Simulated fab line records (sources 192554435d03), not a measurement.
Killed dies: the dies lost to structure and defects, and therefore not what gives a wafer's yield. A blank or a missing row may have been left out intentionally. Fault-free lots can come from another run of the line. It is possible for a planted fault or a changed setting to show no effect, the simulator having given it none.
fab line records	flow n5Finfet
[record] lots = 7	wafers = 21
route steps=1938 shown WELL_APT@21 PMOS_HMC_CHANNEL_EPI@62 FIN_SAQP@125 STI_FIN_REVEAL@190 SD_EPI_N@288 SD_EPI_P@323 ILD0@342 BEOL_M4@1111
startH: hours from the record's first day to the start of the lot's first wafer shown	waitH: time in hours since the lot's previous step	" same as the row above	L1.1+2: one row covering several wafers at once	- either no value or no given start	* or withheld: withheld	< > ~ a bound
route shown NAME@n: names a module that has steps shown in the file, with the first one's number in the route	usual: average and standard deviation across the fault-free wafers	same: alike in all rows	chamber/n: place in a boat	sites: readings site by site	_std_site: the values' standard deviation	_edge_site: inner sites' mean taken away from outer sites' mean	radiusMm: for every site, how far away it sits from the centre of the wafer	mask NAME#n: copy n	behind: the tool/chamber that last shaped the wafer	hold: reason for holding the lot/hours on hold/outcome of the hold	device: whichever transistor did not switch (one of n, p or np)	end of line: the tests these same wafers got at the end of their route	step lacking rows: just its recipe	killed: at the first sort, the dies lost to defects and structure; wafer yield is something else	map: a wafer's dies, x killed, . not, _ none there
set.NAME: the run value of the setting; set.NAME@STEP: its run value at that earlier step	model.NAME: the simulator's own value behind a step, which no gauge read
lots where settings were altered on purpose, with a table for each step and a row for each wafer
[[steps]]
[step N5_WELL_APT_COAT_02]
[recipe] spinRpm = 1357	resistThkNm = 950
lot.wafer	tool	chamber	startH	waitH	set.spinRpm	model.coat_of_WELL_APT_COAT_02.thkNm
L078.4	lithoTrack-05	0	-	-	1357	949.9
L078.5	"	0	"	"	1357	951.8
L078.6	"	0	"	"	1357	951.3
L080.3	lithoTrack-03	0	-	-	1357	948.3
L080.4	"	0	"	"	1357	947.9
L080.5	"	0	"	"	1357	946.2
L081.1	lithoTrack-01	0	-	-	1424	924.9
L081.2	"	0	"	"	1424	927
L081.5	"	0	"	"	1357	948.2
L084.1	lithoTrack-01	0	-	-	1357	955
L084.4	"	0	"	"	1409	934.8
L084.5	"	0	"	"	1409	935.7
L093.1	lithoTrack-05	0	-	-	1357	954.6
L093.3	"	0	"	"	1483	911.6
L093.6	"	0	"	"	1483	911.9
L096.3	lithoTrack-05	0	-	-	1357	948.1
L096.4	"	0	"	"	1288	972.7
L096.5	"	0	"	"	1288	970.9
L097.1	lithoTrack-01	0	-	-	1449	918.1
L097.3	"	0	"	"	1357	951.3
L097.6	"	0	"	"	1449	919.7
[step N5_WELL_APT_PEB_06]
[recipe] pebTempC = 130	pebTimeS = 90
lot.wafer	tool	chamber	startH	waitH	set.pebTimeS
L078.4+5+6	lithoTrack-03	0	37.59	0.0	90
L080.3+4+5	lithoTrack-03	0	49.57	0.0	90
L081.1	lithoTrack-03	0	55.57	0.1	80.4
L081.2+5	"	0	"	"	90
L084.1+5	lithoTrack-03	0	73.69	0.1	90
L084.4	"	0	"	"	74.94
L093.1+6	lithoTrack-05	0	127.44	0.1	90
L093.3	"	0	"	"	98.51
L096.3+5	lithoTrack-03	0	145.69	0.0	70.69
L096.4	"	0	"	"	90
L097.1+3	lithoTrack-03	0	151.57	0.1	81.11
L097.6	"	0	"	"	90
[step N5_WELL_APT_DEVELOP_07]
[recipe] developTimeS = 45	rinseLiquid = surfactantRinse	dry = airSpin	devTempC = 21
[step N5_WELL_APT_HARDBAKE_12]
[recipe] tempC = 130	timeS = 120
[step N5_WELL_APT_CD_MEAS_08]
[recipe] targetCdNm = 200	landingEnergyEv = 500	detector = seInlens
[usual] cdNm = 199.5/1.5
lot.wafer	tool	chamber	startH	waitH	set.pebTimeS@WELL_APT_PEB_06	cdNm
L078.4	cdSem-03	0	37.71	-	90	199.5
L078.5	"	0	"	"	90	199.9
L078.6	"	0	"	"	90	197.8
L080.3	cdSem-02	0	49.69	-	90	197.4
L080.4	"	0	"	"	90	196.7
L080.5	"	0	"	"	90	198.3
L081.1	cdSem-03	0	55.69	-	80.4	198.0
L081.2	"	0	"	"	90	203.2
L081.5	"	0	"	"	90	200.9
L084.1	cdSem-03	0	73.81	-	90	198.8
L084.4	"	0	"	"	74.94	192.8
L084.5	"	0	"	"	90	199.4
L093.1	cdSem-03	0	127.56	-	90	200.6
L093.3	"	0	"	"	98.51	204.9
L093.6	"	0	"	"	90	202.9
L096.3	cdSem-01	0	145.81	-	70.69	190.8
L096.4	"	0	"	"	90	200.2
L096.5	"	0	"	"	70.69	188.8
L097.1	cdSem-01	0	151.68	-	81.11	197.7
L097.3	"	0	"	"	81.11	198.3
L097.6	"	0	"	"	90	203.4
[step N5_WELL_APT_DESCUM_13]
[recipe] chemistry = O2	timeS = 7.9	sourcePowerW = 50	biasPowerW = 20	pressureMtorr = 20	rfFrequencyHz = 2.712e+07	tempC = 40	o2FlowSccm = 225
lot.wafer	tool	chamber	startH	waitH	set.pebTimeS@WELL_APT_PEB_06	model.WELL_APT.cdNm
L078.4	rieDiel-04	3	37.83	0.1	90	199.5
L078.5	"	2	"	"	90	199.8
L078.6	"	0	"	"	90	197.9
L080.3	rieDiel-03	2	50.02	0.3	90	197.1
L080.4	"	0	"	"	90	196.7
L080.5	"	1	"	"	90	198.6
L081.1	rieDiel-04	2	55.89	0.2	80.4	198.2
L081.2	"	1	"	"	90	203.1
L081.5	"	0	"	"	90	200.8
L084.1	rieDiel-03	1	74.39	0.5	90	198.8
L084.4	"	2	"	"	74.94	192.8
L084.5	"	1	"	"	90	199.2
L093.1	rieDiel-03	1	127.71	0.1	90	200.8
L093.3	"	2	"	"	98.51	204.9
L093.6	"	2	"	"	90	202.7
L096.3	rieDiel-03	0	145.90	0.0	70.69	190.8
L096.4	"	3	"	"	90	200.1
L096.5	"	0	"	"	70.69	189.1
L097.1	rieDiel-03	2	151.97	0.2	81.11	197.8
L097.3	"	0	"	"	81.11	198.4
L097.6	"	0	"	"	90	202.8
[step N5_PMOS_HMC_CHANNEL_EPI_EXPOSE_06]
[recipe] maskId = PMOS_HMC_BLK	na = 1.35	sourceShape = conventional	sigmaOuter = 0.8	polarization = unpolarized	targetCdNm = 240	doseMj = 41
lot.wafer	tool	chamber	startH	waitH	mask	set.doseMj
L078.4	arfiScanner-03	0	40.98	-	PMOS_HMC_BLK#0	41
L078.5+6	"	0	"	"	PMOS_HMC_BLK#0	38.94
L080.3+4+5	arfiScanner-03	0	53.63	-	PMOS_HMC_BLK#0	41
L081.1+5	arfiScanner-01	0	59.40	-	PMOS_HMC_BLK#0	41
L081.2	"	0	"	"	PMOS_HMC_BLK#0	37.97
L084.1+4+5	arfiScanner-01	0	77.52	-	PMOS_HMC_BLK#0	41
L093.1+6	arfiScanner-03	0	130.71	-	PMOS_HMC_BLK#0	41
L093.3	"	0	"	"	PMOS_HMC_BLK#0	43.42
L096.3+4	arfiScanner-01	0	149.13	-	PMOS_HMC_BLK#0	38.99
L096.5	"	0	"	"	PMOS_HMC_BLK#0	41
L097.1+3+6	arfiScanner-01	0	155.39	-	PMOS_HMC_BLK#0	38.44
[step N5_PMOS_HMC_CHANNEL_EPI_PEB_07]
[recipe] pebTempC = 110	pebTimeS = 60	resist = CAR-ArF-block
lot.wafer	tool	chamber	startH	waitH	set.pebTimeS
L078.4+5	lithoTrack-02	0	41.02	0.0	60
L078.6	"	0	"	"	73.33
L080.3+4+5	lithoTrack-05	0	53.68	0.0	60
L081.1+2	lithoTrack-05	0	59.46	0.1	50.77
L081.5	"	0	"	"	60
L084.1+4+5	lithoTrack-05	0	77.57	0.1	60
L093.1+3	lithoTrack-04	0	130.76	0.1	53.7
L093.6	"	0	"	"	60
L096.3+4	lithoTrack-04	0	149.18	0.0	60
L096.5	"	0	"	"	54.47
L097.1+3+6	lithoTrack-05	0	155.45	0.1	60
[step N5_PMOS_HMC_CHANNEL_EPI_DEVELOP_08]
[recipe] developTimeS = 30	developer = TMAH	resist = CAR-ArF-block	devTempC = 23	rinseLiquid = diw	dry = airSpin
[step N5_PMOS_HMC_CHANNEL_EPI_CD_MEAS_09]
[recipe] targetCdNm = 237.4	landingEnergyEv = 500	detector = seInlens
[usual] cdNm = 237.3/1
lot.wafer	tool	chamber	startH	waitH	set.doseMj@PMOS_HMC_CHANNEL_EPI_EXPOSE_06	set.pebTimeS@PMOS_HMC_CHANNEL_EPI_PEB_07	cdNm
L078.4	cdSem-02	0	41.09	-	41	60	236.8
L078.5	"	0	"	"	38.94	60	232.8
L078.6	"	0	"	"	38.94	73.33	241.2
L080.3	cdSem-01	0	53.75	-	41	60	237.4
L080.4	"	0	"	"	41	60	237.9
L080.5	"	0	"	"	41	60	236.5
L081.1	cdSem-01	0	59.53	-	41	50.77	229.8
L081.2	"	0	"	"	37.97	50.77	224.8
L081.5	"	0	"	"	41	60	237.7
L084.1	cdSem-03	0	77.64	-	41	60	236.7
L084.4	"	0	"	"	41	60	237.4
L084.5	"	0	"	"	41	60	237.5
L093.1	cdSem-01	0	130.83	-	41	53.7	232.0
L093.3	"	0	"	"	43.42	53.7	237.6
L093.6	"	0	"	"	41	60	239.0
L096.3	cdSem-01	0	149.25	-	38.99	60	233.4
L096.4	"	0	"	"	38.99	60	233.5
L096.5	"	0	"	"	41	54.47	233.6
L097.1	cdSem-03	0	155.52	-	38.44	60	231.1
L097.3	"	0	"	"	38.44	60	232.0
L097.6	"	0	"	"	38.44	60	231.5
[step N5_PMOS_HMC_CHANNEL_EPI_DESCUM_14]
[recipe] chemistry = O2	timeS = 7.9	sourcePowerW = 50	biasPowerW = 20	pressureMtorr = 20	rfFrequencyHz = 2.712e+07	tempC = 40	resist = CAR-ArF-block	o2FlowSccm = 225
lot.wafer	tool	chamber	startH	waitH	set.doseMj@PMOS_HMC_CHANNEL_EPI_EXPOSE_06	set.pebTimeS@PMOS_HMC_CHANNEL_EPI_PEB_07	model.PMOS_HMC_CHANNEL_EPI.cdNm
L078.4	rieDiel-05	0	41.18	0.0	41	60	237.1
L078.5	"	1	"	"	38.94	60	232.6
L078.6	"	2	"	"	38.94	73.33	241.5
L080.3+4	rieDiel-05	0,3	53.83	0.0	41	60	237.5
L080.5	"	1	"	"	41	60	236.7
L081.1	rieDiel-06	0	59.61	0.0	41	50.77	229.4
L081.2	"	3	"	"	37.97	50.77	224.4
L081.5	"	2	"	"	41	60	237.5
L084.1	rieDiel-05	0	77.73	0.0	41	60	237.1
L084.4	"	3	"	"	41	60	237.5
L084.5	"	0	"	"	41	60	237.7
L093.1	rieDiel-05	3	130.92	0.0	41	53.7	232.3
L093.3	"	1	"	"	43.42	53.7	237.7
L093.6	"	3	"	"	41	60	239.1
L096.3+4	rieDiel-02	3,0	149.33	0.0	38.99	60	233.6
L096.5	"	2	"	"	41	54.47	233.2
L097.1	rieDiel-05	3	155.83	0.3	38.44	60	231.1
L097.3	"	0	"	"	38.44	60	232.1
L097.6	"	3	"	"	38.44	60	231.5
[step N5_FIN_SAQP_SPACER1_ALD_24]
[recipe] material = SiO2	targetThkA = 203	tempC = 300	aldPrecursorFamily = BDEAS	aldCoReactant = O2-plasma	pulseTimeS = 1	purgeTimeS = 2	coReactantPurgeTimeS = 2	aldCycles = 218	pressureTorr = 2
lot.wafer	tool	chamber	startH	waitH	set.tempC
L078.4	aldSin-03	3	46.74	0.1	312.5
L078.5+6	"	1,2	"	"	300
L080.3+4+5	aldSin-02	3,0,3	60.23	0.3	300
L081.1	aldSin-01	3	65.68	0.3	292.5
L081.2+5	"	2,1	"	"	300
L084.1+5	aldSin-03	3	83.24	0.3	300
L084.4	"	0	"	"	292.9
L093.1	aldSin-01	0	136.14	0.3	306.2
L093.3+6	"	1,2	"	"	300
L096.3+4	aldSin-01	3,0	155.06	0.4	300
L096.5	"	1	"	"	288.5
L097.1	aldSin-02	0	162.15	0.3	300
L097.3+6	"	1,3	"	"	312.5
[step N5_FIN_SAQP_SPACER1_ETCHBACK_25]
[recipe] chemistry = CHF3/O2	mode = anisotropicEtchback	target = SiO2	targetDepthA = 244	timeS = 12.2	pressureMtorr = 30	sourceW = 650	biasW = 170	Ar_flow_sccm = 200	CHF3_flow_sccm = 50	O2_flow_sccm = 5	ionEnergyEv = 200
[step N5_FIN_SAQP_MANDREL1_REMOVE_56]
[recipe] chemistry = HBr/Cl2/O2	btTimeS = 10	target = a-Si	stopOn = SiNx	endpoint = OES-SiCl	overEtchFrac = 1	icpW = 600	biasW = 22	HBr_flow_sccm = 150	Cl2_flow_sccm = 80	O2_flow_sccm = 5	pressureMtorr = 10
lot.wafer	tool	chamber	startH	waitH	set.tempC@FIN_SAQP_SPACER1_ALD_24	model.FIN_SAQP.cdNm
L078.4	rieSi-03	3	47.60	0.0	312.5	19.8
L078.5+6	"	3,2	"	"	300	20.2
L080.3	rieSi-01	1	61.07	0.1	300	20.2
L080.4+5	"	0,2	"	"	300	20.4
L081.1	rieSi-06	3	66.48	0.1	292.5	21
L081.2+5	"	0,2	"	"	300	20.4
L084.1	rieSi-01	2	84.05	0.1	300	20.2
L084.4	"	0	"	"	292.9	21
L084.5	"	2	"	"	300	20.4
L093.1	rieSi-06	2	136.94	0.1	306.2	20.2
L093.3+6	"	3	"	"	300	20.2
L096.3	rieSi-06	1	155.92	0.1	300	20.4
L096.4	"	2	"	"	300	20.2
L096.5	"	1	"	"	288.5	21
L097.1	rieSi-03	1	162.95	0.1	300	20.2
L097.3+6	"	2,1	"	"	312.5	19.8
[step N5_FIN_SAQP_COAT_68]
[recipe] resist = SOC	tempC = 250	timeS = 60	spinRpm = 1500	resistThkNm = 100
lot.wafer	tool	chamber	startH	waitH	set.spinRpm	model.SOC_of_FIN_SAQP_COAT_68.thkNm
L078.4	lithoTrack-01	0	48.46	0.2	1379	104.8
L078.5	"	0	"	"	1379	105
L078.6	"	0	"	"	1500	100.6
L080.3	lithoTrack-01	0	61.84	0.2	1500	99.6
L080.4	"	0	"	"	1500	99.8
L080.5	"	0	"	"	1500	100
L081.1	lithoTrack-01	0	67.25	0.3	1596	97
L081.2	"	0	"	"	1596	96.6
L081.5	"	0	"	"	1500	99.8
L084.1	lithoTrack-04	0	84.94	0.3	1609	96.4
L084.4	"	0	"	"	1500	99.6
L084.5	"	0	"	"	1609	96.2
L093.1	lithoTrack-03	0	137.70	0.3	1500	100.6
L093.3+6	"	0	"	"	1500	100.4
L096.3	lithoTrack-04	0	156.81	0.2	1500	100.2
L096.4+5	"	0	"	"	1394	104.4
L097.1	lithoTrack-04	0	163.72	0.3	1500	100
L097.3	"	0	"	"	1612	96.6
L097.6	"	0	"	"	1612	96.4
[step N5_STI_FIN_REVEAL_ETCHBACK_08]
[recipe] chemistry = C4F6/O2	target = SiO2	targetDepthA = 305	timeS = 10.167	ionEnergyEv = 250	pressureMtorr = 30	sourceW = 345	biasW = 185	Ar_flow_sccm = 300	C4F6_flow_sccm = 10	O2_flow_sccm = 10
lot.wafer	tool	chamber	startH	waitH	set.timeS
L078.4+5	rieDiel-04	0,1	58.90	0.1	10.92
L078.6	"	2	"	"	10.167
L080.3+4+5	rieDiel-01	0,1,0	70.76	0.1	10.167
L081.1+5	rieDiel-03	2,0	76.06	0.2	10.167
L081.2	"	1	"	"	8.909
L084.1+4	rieDiel-04	2,1	94.17	0.2	10.167
L084.5	"	2	"	"	9.298
L093.1+3	rieDiel-04	2,0	147.25	0.2	11.3
L093.6	"	3	"	"	10.167
L096.3+5	rieDiel-04	0,3	165.81	0.1	10.167
L096.4	"	2	"	"	11.67
L097.1+3+6	rieDiel-03	3,2,2	172.32	0.2	10.167
[step N5_STI_FIN_REVEAL_OXIDATION_31]
[recipe] chemistry = O2_PLASMA_REMOTE	tempC = 150	timeS = 20	pressureMtorr = 1000	sourcePowerW = 2000	o2FlowSccm = 3000
lot.wafer	tool	chamber	startH	waitH	set.timeS
L078.4+5+6	plasmaAsher-01	1,1,0	61.31	0.1	20
L080.3+4+5	plasmaAsher-01	0,1,0	73.19	0.1	20
L081.1+2+5	plasmaAsher-02	0,1,0	78.46	0.0	20
L084.1+4+5	plasmaAsher-02	1	96.58	0.0	20
L093.1+3	plasmaAsher-01	0	149.65	0.0	20
L093.6	"	0	"	"	16.86
L096.3+4+5	plasmaAsher-01	1,0,0	168.26	0.1	20
L097.1+3+6	plasmaAsher-01	0	174.73	0.0	20
[step N5_STI_FIN_REVEAL_PRECLEAN_32]
[recipe] chemistry = NF3:NH3	afsCycles = 1	tempC = 30	timeS = 20	sublimationTempC = 180	sublimationTimeS = 60	pressureTorr = 3	rfPowerW = 30
[step N5_STI_FIN_REVEAL_STRIP_35]
[recipe] chemistry = H3PO4	material = Si3N4	tempC = 165	targetDepthA = 40	timeS = 39
[step N5_STI_FIN_REVEAL_SRD_23]
[recipe] dry = ipaMarangoni	timeS = 30	tempC = 23	rinseLiquid = diw
[step N5_STI_FIN_REVEAL_FIN_H_MEAS_10]
[usual] trenchDepthNm = 51.9/0.76
lot.wafer	tool	chamber	startH	waitH	set.timeS@STI_FIN_REVEAL_ETCHBACK_08	trenchDepthNm
L078.4	ocd-02	-	61.85	0.0	10.92	56.6
L078.5	"	-	"	"	10.92	55.3
L078.6	"	-	"	"	10.167	51.9
L080.3	ocd-02	-	73.72	0.0	10.167	51.0
L080.4	"	-	"	"	10.167	51.8
L080.5	"	-	"	"	10.167	51.8
L081.1	ocd-01	-	79.01	0.0	10.167	51.1
L081.2	"	-	"	"	8.909	47.6
L081.5	"	-	"	"	10.167	51.2
L084.1	ocd-02	-	97.13	0.0	10.167	51.0
L084.4	"	-	"	"	10.167	51.7
L084.5	"	-	"	"	9.298	48.8
L093.1	ocd-02	-	150.20	0.0	11.3	55.2
L093.3	"	-	"	"	11.3	57.1
L093.6	"	-	"	"	10.167	52.2
L096.3	ocd-02	-	168.82	0.0	10.167	53.7
L096.4	"	-	"	"	11.67	57.4
L096.5	"	-	"	"	10.167	53.1
L097.1	ocd-02	-	175.33	0.0	10.167	51.4
L097.3	"	-	"	"	10.167	51.5
L097.6	"	-	"	"	10.167	51.5
[step N5_SD_EPI_N_EPI_21]
[recipe] material = Si:P	dopant = P	tempC = 680	pressureTorr = 255	timeS = 690
lot.wafer	tool	chamber	startH	waitH	set.tempC	model.Si-P_of_SD_EPI_N_EPI_21.thkNm
L078.4+6	epiRpcvd-04	0	76.50	0.9	682.7	62.2
L078.5	"	0	"	"	682.7	63.2
L080.3+4	epiRpcvd-04	0	87.40	0.7	680	58.6
L080.5	"	0	"	"	680	58
L081.1	epiRpcvd-04	0	92.69	0.2	677.1	57.2
L081.2	"	0	"	"	680	60.2
L081.5	"	0	94.18	1.5	680	60
L084.1	epiRpcvd-03	0	110.47	0.1	680	57.8
L084.4	"	0	"	"	681.5	60.4
L084.5	"	0	"	"	681.5	60.8
L093.1	epiRpcvd-04	0	168.09	0.1	683.9	63.2
L093.3	"	0	"	"	680	59.6
L093.6	"	0	"	"	683.9	62.6
L096.3	epiRpcvd-04	0	183.06	0.7	680	59.6
L096.4	"	0	"	"	682.3	61.6
L096.5	"	0	"	"	680	59.2
L097.1	epiRpcvd-01	0	191.40	0.1	680	59.2
L097.3+6	"	0	"	"	680	59
[step N5_SD_EPI_N_EPI_MEAS_23]
[recipe] mode = xrd
[usual] thkNm = 59.1/1.1
lot.wafer	tool	chamber	startH	waitH	set.tempC@SD_EPI_N_EPI_21	thkNm
L078.4	filmMetro-02	-	77.38	0.6	682.7	62.7
L078.5	"	-	"	"	682.7	64.3
L078.6	"	-	"	"	682.7	62.4
L080.3	filmMetro-02	-	88.56	0.9	680	58.1
L080.4	"	-	"	"	680	58.7
L080.5	"	-	"	"	680	59.2
L081.1	filmMetro-01	-	94.96	1.9	677.1	56.8
L081.2	"	-	"	"	680	60.2
L081.5	"	-	"	"	680	59.1
L084.1	filmMetro-02	-	112.18	1.4	680	58.4
L084.4	"	-	"	"	681.5	62.6
L084.5	"	-	"	"	681.5	61.0
L093.1	filmMetro-02	-	169.81	1.4	683.9	63.4
L093.3	"	-	"	"	680	58.6
L093.6	"	-	"	"	683.9	63.9
L096.3	filmMetro-01	-	184.23	0.9	680	59.3
L096.4	"	-	"	"	682.3	63.2
L096.5	"	-	"	"	680	59.5
L097.1	filmMetro-01	-	193.12	1.4	680	58.1
L097.3	"	-	"	"	680	59.1
L097.6	"	-	"	"	680	58.2
[step N5_SD_EPI_N_PRECLEAN_24]
[recipe] chemistry = O3/DIW	timeS = 60	tempC = 22	o3Ppm = 10
[step N5_SD_EPI_N_SRD_25]
[recipe] timeS = 30	tempC = 23	rinseLiquid = diw	dry = ipaMarangoni
[step N5_SD_EPI_P_HM_STRIP_48]
[recipe] chemistry = H3PO4	tempC = 160	material = SiNx	target = SiNx	targetDepthA = 30	overetchFraction = 0.3
[step N5_SD_EPI_P_SRD_49]
[recipe] dry = ipaMarangoni	timeS = 30	tempC = 23	rinseLiquid = diw
[step N5_SD_EPI_P_PRECLEAN_24]
[recipe] chemistry = O3/DIW	timeS = 45	tempC = 22	o3Ppm = 10
lot.wafer	tool	chamber	startH	waitH	set.tempC@SD_EPI_N_EPI_21	model.Si-P_of_SD_EPI_N_EPI_21.thkNm
L078.4+6	wetBench-01	6,7	82.22	0.0	682.7	61.4
L078.5	"	2	"	"	682.7	62.2
L080.3+4	wetBench-03	0,4	93.74	0.0	680	57.8
L080.5	"	5	"	"	680	57.2
L081.1	wetBench-03	7	100.99	0.0	677.1	56.4
L081.2	"	1	"	"	680	59.4
L081.5	"	2	"	"	680	59.2
L084.1	wetBench-06	1	117.94	0.0	680	57
L084.4	"	0	"	"	681.5	59.6
L084.5	"	2	"	"	681.5	60
L093.1	wetBench-01	6	174.40	0.0	683.9	62.4
L093.3	"	4	"	"	680	58.6
L093.6	"	3	"	"	683.9	61.8
L096.3	wetBench-06	0	189.67	0.0	680	58.8
L096.4	"	5	"	"	682.3	60.8
L096.5	"	6	"	"	680	58.4
L097.1	wetBench-01	7	197.82	0.0	680	58.4
L097.3+6	"	4,0	"	"	680	58.2
[step N5_ILD0_PRECLEAN_10]
[recipe] chemistry = NF3:NH3	afsCycles = 5	timeS = 20	tempC = 30	sublimationTempC = 180	sublimationTimeS = 60	pressureTorr = 3	rfPowerW = 30
lot.wafer	tool	chamber	startH	waitH	set.timeS	model.SiO2_flowable_of_ILD0_FCVD_FILL_01.thkNm
L078.4	remotePlasma-01	1	86.94	0.4	20	120.2
L078.5	"	1	"	"	21.51	118
L078.6	"	1	"	"	21.51	119.4
L080.3	remotePlasma-02	1	98.62	0.3	20	119.4
L080.4+5	"	1	"	"	20	119
L081.1	remotePlasma-01	1	104.88	0.0	15.77	123
L081.2	"	1	"	"	20	118.8
L081.5	"	1	"	"	15.77	122.4
L084.1	remotePlasma-01	1	123.70	0.0	20	120.2
L084.4	"	1	"	"	20	121
L084.5	"	1	"	"	20	119.4
L093.1	remotePlasma-01	1	178.28	0.0	20	120.2
L093.3	"	1	"	"	22.16	117.6
L093.6	"	1	"	"	22.16	118.4
L096.3	remotePlasma-01	1	194.14	0.3	20	120.2
L096.4	"	1	"	"	20	119.6
L096.5	"	1	"	"	20	120
L097.1	remotePlasma-02	0	201.70	0.0	22.7	117.8
L097.3	"	0	"	"	22.7	118
L097.6	"	0	"	"	20	119.6
[step N5_BEOL_M4_RC_MEAS_101]
[usual] ION_N = 676/9.9	ION_P = 464/6.5
lot.wafer	tool	chamber	startH	waitH	set.timeS@STI_FIN_REVEAL_ETCHBACK_08	ION_N[uA/um]	ION_P[uA/um]
L078.4	prober-01	0	206.68	0.5	10.92	725	497
L078.5	"	0	"	"	10.92	711	487
L078.6	"	0	"	"	10.167	674	464
L080.3	prober-01	0	215.32	0.3	10.167	687	462
L080.4	"	0	"	"	10.167	680	459
L080.5	"	0	"	"	10.167	680	468
L081.1	prober-01	0	224.87	0.3	10.167	679	469
L081.2	"	0	"	"	8.909	635	442
L081.5	"	0	"	"	10.167	666	466
L084.1	prober-02	0	254.38	0.0	10.167	674	459
L084.4	"	0	"	"	10.167	677	463
L084.5	"	0	"	"	9.298	640	434
L093.1	prober-01	0	307.17	0.0	11.3	702	490
L093.3	"	0	"	"	11.3	711	504
L093.6	"	0	"	"	10.167	668	469
L096.3	prober-01	0	316.60	0.3	10.167	673	466
L096.4	"	0	"	"	11.67	714	505
L096.5	"	0	"	"	10.167	672	465
L097.1	prober-01	0	320.48	0.0	10.167	681	463
L097.3	"	0	"	"	10.167	686	467
L097.6	"	0	"	"	10.167	696	473
[[key]]
[split] step = N5_WELL_APT_COAT_02	setting = spinRpm	stated = 1357	by = wafer
[response] step = N5_WELL_APT_COAT_02	reading = model.coat_of_WELL_APT_COAT_02.thkNm	change = -4.69	per = 1%	r = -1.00
[split] step = N5_WELL_APT_PEB_06	setting = pebTimeS	stated = 90	by = wafer
[response] step = N5_WELL_APT_CD_MEAS_08	reading = cdNm	change = +0.436	per = 1%	r = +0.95
[response] step = N5_WELL_APT_DESCUM_13	reading = model.WELL_APT.cdNm	change = +0.422	per = 1%	r = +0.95
[split] step = N5_PMOS_HMC_CHANNEL_EPI_EXPOSE_06	setting = doseMj	stated = 41	by = wafer
[response] step = N5_PMOS_HMC_CHANNEL_EPI_CD_MEAS_09	reading = cdNm	slope = +0.805	per = 1%	togetherWith = pebTimeS@PMOS_HMC_CHANNEL_EPI_PEB_07	explained = 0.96
[response] step = N5_PMOS_HMC_CHANNEL_EPI_DESCUM_14	reading = model.PMOS_HMC_CHANNEL_EPI.cdNm	slope = +0.8	per = 1%	togetherWith = pebTimeS@PMOS_HMC_CHANNEL_EPI_PEB_07	explained = 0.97
[split] step = N5_PMOS_HMC_CHANNEL_EPI_PEB_07	setting = pebTimeS	stated = 60	by = wafer
[response] step = N5_PMOS_HMC_CHANNEL_EPI_CD_MEAS_09	reading = cdNm	slope = +0.437	per = 1%	togetherWith = doseMj@PMOS_HMC_CHANNEL_EPI_EXPOSE_06	explained = 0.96
[response] step = N5_PMOS_HMC_CHANNEL_EPI_DESCUM_14	reading = model.PMOS_HMC_CHANNEL_EPI.cdNm	slope = +0.453	per = 1%	togetherWith = doseMj@PMOS_HMC_CHANNEL_EPI_EXPOSE_06	explained = 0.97
[split] step = N5_FIN_SAQP_SPACER1_ALD_24	setting = tempC	stated = 300	by = wafer
[response] step = N5_FIN_SAQP_MANDREL1_REMOVE_56	reading = model.FIN_SAQP.cdNm	change = -0.14	per = 1%	r = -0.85
[split] step = N5_FIN_SAQP_COAT_68	setting = spinRpm	stated = 1500	by = wafer
[response] step = N5_FIN_SAQP_COAT_68	reading = model.SOC_of_FIN_SAQP_COAT_68.thkNm	change = -0.505	per = 1%	r = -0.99
[split] step = N5_STI_FIN_REVEAL_ETCHBACK_08	setting = timeS	stated = 10.167	by = wafer
[response] step = N5_STI_FIN_REVEAL_FIN_H_MEAS_10	reading = trenchDepthNm	change = +0.319	per = 1%	r = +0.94
[response] step = N5_BEOL_M4_RC_MEAS_101	reading = ION_N	slope = +3.44	per = 1%	togetherWith = none	explained = 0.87
[response] step = N5_BEOL_M4_RC_MEAS_101	reading = ION_P	slope = +2.64	per = 1%	togetherWith = none	explained = 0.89
[split] step = N5_STI_FIN_REVEAL_OXIDATION_31	setting = timeS	stated = 20	by = wafer
response none clear
[split] step = N5_SD_EPI_N_EPI_21	setting = tempC	stated = 680	by = wafer
[response] step = N5_SD_EPI_N_EPI_21	reading = model.Si-P_of_SD_EPI_N_EPI_21.thkNm	change = +6.66	per = 1%	r = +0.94
[response] step = N5_SD_EPI_N_EPI_MEAS_23	reading = thkNm	change = *	per = 1%	r = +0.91
[response] step = N5_SD_EPI_P_PRECLEAN_24	reading = model.Si-P_of_SD_EPI_N_EPI_21.thkNm	change = +6.83	per = 1%	r = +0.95
[split] step = N5_ILD0_PRECLEAN_10	setting = timeS	stated = 20	by = wafer
[response] step = N5_ILD0_PRECLEAN_10	reading = model.SiO2_flowable_of_ILD0_FCVD_FILL_01.thkNm	change = -0.175	per = 1%	r = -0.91
